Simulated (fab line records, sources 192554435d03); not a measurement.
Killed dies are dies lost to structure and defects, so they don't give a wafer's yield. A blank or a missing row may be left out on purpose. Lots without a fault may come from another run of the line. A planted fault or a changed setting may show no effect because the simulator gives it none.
Chamber matching | flow n5_finfet | N5_BEOL_M11_ETCH_66 on rie_diel-02: 4 sister chambers
The step etches SOC in N2/H2, target depth 120 nm, overetch 24 nm, time 180 s. 18 wafers are shown with their chamber, then 9 later ones without.

WAFERS WITH THEIR CHAMBER
wafer  | chamber | showerhead_plenum_p_Torr (Torr) | drypump_motor_current_A (A) | throttle_valve_pct (%)
L074.1 | 0       | 2.50                            | 6.0                         | 18.11
L074.3 | 2       | 2.52                            | 5.8                         | 17.72
L074.5 | 0       | 2.50                            | 6.0                         | 18.10
L077.1 | 2       | 2.52                            | 5.8                         | 17.74
L077.3 | 0       | 2.50                            | 6.0                         | 18.11
L077.5 | 0       | 2.50                            | 6.0                         | 18.11
L078.2 | 3       | 2.42                            | 5.0                         | 18.18
L078.4 | 0       | 2.50                            | 5.9                         | 18.11
L078.5 | 1       | 2.45                            | 5.9                         | 17.49
L081.2 | 2       | 2.52                            | 5.8                         | 17.44
L081.4 | 1       | 2.45                            | 5.9                         | 17.52
L081.5 | 3       | 2.42                            | 5.1                         | 18.19
L082.2 | 2       | 2.52                            | 5.7                         | 17.44
L082.4 | 3       | 2.42                            | 5.1                         | 18.19
L082.6 | 1       | 2.45                            | 5.9                         | 17.50
L085.3 | 3       | 2.42                            | 5.0                         | 18.19
L085.5 | 1       | 2.44                            | 5.9                         | 17.52
L085.6 | 0       | 2.49                            | 6.0                         | 18.16

SIGNATURES (means of the wafers above)
reading                  | chamber 0 | chamber 1 | chamber 2 | chamber 3 | scatter within a chamber
showerhead_plenum_p_Torr | 2.4983    | 2.4475    | 2.5200    | 2.4200    | 0.00336
drypump_motor_current_A  | 5.983     | 5.900     | 5.775     | 5.050     | 0.043
throttle_valve_pct       | 18.1167   | 17.5075   | 17.5850   | 18.1875   | 0.079
Rule: a wafer's distance from a chamber is the root of the sum, over the readings, of the square of ((its reading less the chamber's mean) divided by the reading's scatter). The wafer belongs to the nearest chamber; if the next one is less than 2 further off, it can't be placed. The scatter: the root of (the sum of the squares of (reading less its chamber's mean) over the shown wafers, divided by (wafers less chambers)).

WAFERS WITHOUT THEIR CHAMBER
wafer  | showerhead_plenum_p_Torr (Torr) | drypump_motor_current_A (A) | throttle_valve_pct (%)
L087.2 | 2.44                            | 5.9                         | 17.51
L087.4 | 2.51                            | 5.8                         | 17.46
L087.6 | 2.41                            | 5.1                         | 18.20
L086.1 | 2.51                            | 5.8                         | 17.46
L086.2 | 2.49                            | 5.9                         | 18.15
L086.5 | 2.44                            | 5.9                         | 17.52
L090.1 | 2.44                            | 5.9                         | 17.52
L090.5 | 2.49                            | 5.9                         | 18.15
L090.6 | 2.44                            | 5.9                         | 17.54

WHICH CHAMBER EACH WENT THROUGH
wafer  | from the rows above | in truth
L087.2 | 1                   | 1
L087.4 | 2                   | 2
L087.6 | 3                   | 3
L086.1 | 2                   | 2
L086.2 | 0                   | 0
L086.5 | 1                   | 1
L090.1 | 1                   | 1
L090.5 | 0                   | 0
L090.6 | 1                   | 1
Placed correctly: 9 of 9. Can't be placed from these rows: 0. Placed wrongly: 0.
